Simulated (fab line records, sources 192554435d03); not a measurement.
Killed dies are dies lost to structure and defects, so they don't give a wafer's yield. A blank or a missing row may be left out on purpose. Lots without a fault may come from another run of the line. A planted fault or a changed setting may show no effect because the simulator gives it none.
Problem report in the 8D (eight disciplines) form, filled by code | flow n5_finfet | the parts of the form that need people (team, actions taken, sign-off) are left out

1. THE PROBLEM
plate_temp_C at N5_BEOL_M13_COAT_65 reads a mean of 230.30 C on 6 wafers of 2 lots; wafers without a fault read 249.96 C with a standard deviation of 0.17. That is -99 or more standard deviations from the usual mean.
The step: time 60 s, resist thk 350 nm.
First seen on wafer L108.2, day 16 18:07, on litho_track-04. The record holds 33 wafers of 11 lots with a number at this step. Rule for "out", or "out of limits": more than 4 standard deviations from the usual mean. The other wafers with a number count as sound.

2. WHAT IT IS AND WHAT IT IS NOT
question                    | is                                 | is not
which readings at this step | plate_temp_C, heater_power_total_W | -
which lots                  | L108, L998                         | L100, L107, L109, L110, L114, L115, L119, L996, L997
which wafers of those lots  | all that have a number             | -
read on which tools         | litho_track-04                     | litho_track-02, litho_track-03
when                        | from day 16 18:07                  | up to then (15 sound wafers); but 12 sound wafers of L110, L114, L115, L119 came after

3. SUSPECTS, AND WHAT RULES EACH OUT
Counting: a tool at a process step up to the reading stays a suspect if it ran every lot that is out and no sound lot after the first of them.
- litho_track-04 at N5_BEOL_M13_COAT_65 (time 60 s, resist thk 350 nm): kept. It ran every lot that is out, first L108 (day 16 18:07), and no sound lot after that; its last sound lot up to then is L107 (day 16 12:14). Its own readings are out on those wafers: heater_power_total_W, plate_temp_C.
Left after counting: litho_track-04 at N5_BEOL_M13_COAT_65.

4. THE CAUSE (what the simulator had put in)
Process parameter drift: litho_track-04, from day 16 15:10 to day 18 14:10, at N5_BEOL_M13_COAT_65. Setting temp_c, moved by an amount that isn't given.
Counting left only this tool.

5. THE CHAIN OF EFFECTS, in route order
Each row: a reading whose mean over the struck wafers that have a number lies more than 3 standard deviations from the usual. Only readings for which the record gives a usual standard deviation are gone through. hours: the time from each lot's start at the first step in this table that gives one to its start at this step, as a median over the lots. sigmas: the change in usual standard deviations.
hours | step                | reading              | usual    | on struck wafers | change | sigmas
0     | N5_BEOL_M13_COAT_65 | heater_power_total_W | 500.6 W  | 452.4            | -48.2  | -27
0     | N5_BEOL_M13_COAT_65 | plate_temp_C         | 249.96 C | 230.30           | -19.66 | -99 or more
The process steps in it:
- N5_BEOL_M13_COAT_65: time 60 s, resist thk 350 nm.

6. WHAT WOULD HAVE CAUGHT IT SOONER
In this record the first reading out of limits was taken at day 16 18:07, 3 hours after the fault began at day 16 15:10.
